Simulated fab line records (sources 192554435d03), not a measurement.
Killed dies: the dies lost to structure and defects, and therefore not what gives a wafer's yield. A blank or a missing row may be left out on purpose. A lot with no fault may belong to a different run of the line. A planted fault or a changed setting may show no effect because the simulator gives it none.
Chamber matching | flow n5Finfet | rieDiel-01 running N5_FIN_SAQP_ETCH_57: 4 sister chambers
The step etches SiNx in CH3F/O2, target depth 32.5 nm, time 46.4 s. 14 wafers are shown with their chamber, then 7 later ones without.

## WAFERS WITH THEIR CHAMBER
wafer  | chamber | showerheadPlenumPTorr (Torr) | throttleValvePct (%) | rfVppV (V)
L075.3 | 2       | 2.09                         | 16.68                | 286
L075.4 | 1       | 2.11                         | 16.09                | 304
L075.6 | 1       | 2.11                         | 16.09                | 303
L079.3 | 0       | 2.04                         | 16.42                | 295
L079.4 | 2       | 2.08                         | 16.70                | 285
L079.6 | 1       | 2.11                         | 16.09                | 303
L088.2 | 0       | 2.03                         | 16.45                | 297
L088.3 | 1       | 2.11                         | 16.14                | 304
L088.5 | 3       | 1.88                         | 16.52                | 288
L089.2 | 3       | 1.88                         | 16.53                | 288
L089.4 | 1       | 2.10                         | 16.16                | 302
L089.6 | 3       | 1.88                         | 16.53                | 290
L090.1 | 3       | 1.88                         | 16.52                | 287
L090.5 | 2       | 2.08                         | 16.74                | 285

SIGNATURES (averages over the wafers above)
reading               | chamber 0 | chamber 1 | chamber 2 | chamber 3 | scatter within a chamber
showerheadPlenumPTorr | 2.0350    | 2.1080    | 2.0833    | 1.8800    | 0.00443
throttleValvePct      | 16.4350   | 16.1140   | 16.7067   | 16.5250   | 0.0263
rfVppV                | 296.00    | 303.20    | 285.33    | 288.25    | 1.01
Rule: a wafer's distance from a chamber is the root of the sum, over the readings, of the square of ((its reading less the chamber's mean) divided by the reading's scatter). If the next closest chamber is less than 2 further off than the closest, the wafer can't be placed; otherwise it belongs to the closest. The scatter: the root of (the sum of the squares of (reading less its chamber's mean) over the shown wafers, divided by (wafers less chambers)).

## WAFERS MISSING THEIR CHAMBER
wafer  | showerheadPlenumPTorr (Torr) | throttleValvePct (%) | rfVppV (V)
L090.6 | 2.10                         | 16.14                | 304
L091.2 | 2.10                         | 16.13                | 303
L091.4 | 2.03                         | 16.46                | 296
L091.6 | 2.08                         | 16.74                | 285
L095.1 | 1.88                         | 16.54                | 289
L095.5 | 1.88                         | 16.56                | 290
L095.6 | 2.03                         | 16.48                | 295

## EACH ONE'S CHAMBER
wafer  | from the rows above | in truth
L090.6 | 1                   | 1
L091.2 | 1                   | 1
L091.4 | 0                   | 0
L091.6 | 2                   | 2
L095.1 | 3                   | 3
L095.5 | 3                   | 3
L095.6 | 0                   | 0
Correctly placed: 7 of 7. Can't be placed from these rows: 0. Placed wrongly: 0.
